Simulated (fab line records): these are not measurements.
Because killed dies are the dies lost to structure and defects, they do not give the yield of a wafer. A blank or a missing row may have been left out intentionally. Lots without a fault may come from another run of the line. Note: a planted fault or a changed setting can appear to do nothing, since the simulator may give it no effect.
Lot-split experiment -- flow n5-finfet -- on a route of 1938 steps: 7 lots, 21 wafers read

## ABOUT THE SPLIT
At N5_BEOL_M10_PECVD_70 (deposits SiO2 from TEOS/O2, target thk 20 nm, time 22.7 s), the setting time-s was moved away from the recipe's 22.7 s on 4 of the 21 wafers read, by -11.1% to +10.7%. This setting was run at the recipe's value on the other wafers.

The split's own step is where the reading is taken.

## THE READING
SiO2_of_BEOL_M10_PECVD_70.thk-nm (the simulator's own value, which no gauge read), in nm, at N5_BEOL_M10_PECVD_70 (deposits SiO2 from TEOS/O2, target thk 20 nm, time 22.7 s). No usual value for it is given in the file. Average 20.1 nm, standard deviation 0.32 nm, over the 17 wafers here run with the recipe.

wafer,"tool, chamber at the split","time-s as run, s",against the recipe,"SiO2_of_BEOL_M10_PECVD_70.thk-nm, nm",against lot-mates on the recipe
L075.2,"pecvd-03, 1",22.7,recipe,19.8,-
L075.4,"pecvd-03, 0,2",22.7,recipe,20.4,-
L075.5,"pecvd-03, 0,2",22.7,recipe,20.4,-
L077.1,"pecvd-01, 0",22.7,recipe,19.4,-
L077.3,"pecvd-01, 1",22.7,recipe,20.4,-
L077.5,"pecvd-01, 0",21.44,-5.6%,18.6,-1.3
L080.2,"pecvd-04, 0",22.7,recipe,19.8,-
L080.5,"pecvd-04, 2",20.17,-11.1%,17.8,-2.2
L080.6,"pecvd-04, 0",22.7,recipe,20.2,-
L085.2,"pecvd-03, 2",22.7,recipe,20,-
L085.3,"pecvd-03, 1",22.7,recipe,19.8,-
L085.4,"pecvd-03, 0",22.7,recipe,20.4,-
L095.3,"pecvd-04, 0",25.12,+10.7%,21.8,+1.8
L095.4,"pecvd-04, 0",22.7,recipe,20,-
L095.6,"pecvd-04, 2",25.12,+10.7%,22.2,+2.2
L097.3,"pecvd-01, 0",22.7,recipe,19.6,-
L097.4,"pecvd-01, 2",22.7,recipe,20.6,-
L097.5,"pecvd-01, 0",22.7,recipe,20,-
L096.1,"pecvd-04, 0",22.7,recipe,20,-
L096.3,"pecvd-04, 0",22.7,recipe,20.4,-
L096.4,"pecvd-04, 2",22.7,recipe,20.2,-
When a row names more than one chamber, that row covers several wafers, and the file does not tell which wafer ran in which chamber.

FIT RESULTS
A straight line over all 21 wafers: SiO2_of_BEOL_M10_PECVD_70.thk-nm changes by +0.195 nm for each +1% of time-s; r = +0.94; the points scatter about the line by 0.33 nm.
The same after taking each lot's own level away (the mean of its wafers on the recipe; 21 wafers): +0.195 nm for each +1%; r = +0.95; scatter 0.3 nm.
On that fit, the largest move of time-s shifts the reading by 2.2 nm.
Measured against the standard deviation above, the lots' own levels, which go from 19.90 to 20.20 nm, span 0.9 times it.
Consequently the slope shifts little with the lot-to-lot level, the two slopes agreeing.
Check: with one of the wafers moved furthest among these (-11.1%) left out of the fit, the line predicts -2.18 nm for it against its lot-mates. It came out at -2.2 nm against them.

## OTHER SPLITS APPLIED TO THESE WAFERS
Note: prior to the reading, these wafers also went through further splits. Each is held against what the fit with the lots' levels taken away leaves over:
other split on the same wafers,wafers away from the commonest value,r with SiO2_of_BEOL_M10_PECVD_70.thk-nm (lot level and that fit taken away)
N5_BEOL_M8_ETCH_65 source-w,6,+0.09
N5_BEOL_M8_TRENCH_ETCH_37 time-s,5,-0.13
N5_BEOL_M9_TRENCH_ETCH_37 time-s,7,+0.05
N5_BEOL_M9_SPUTTER_48 power-w,5,+0.16

## THE FILE'S OWN FIT
SiO2_of_BEOL_M10_PECVD_70.thk-nm changes by +0.197 nm for each +1% of time-s, r = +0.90.
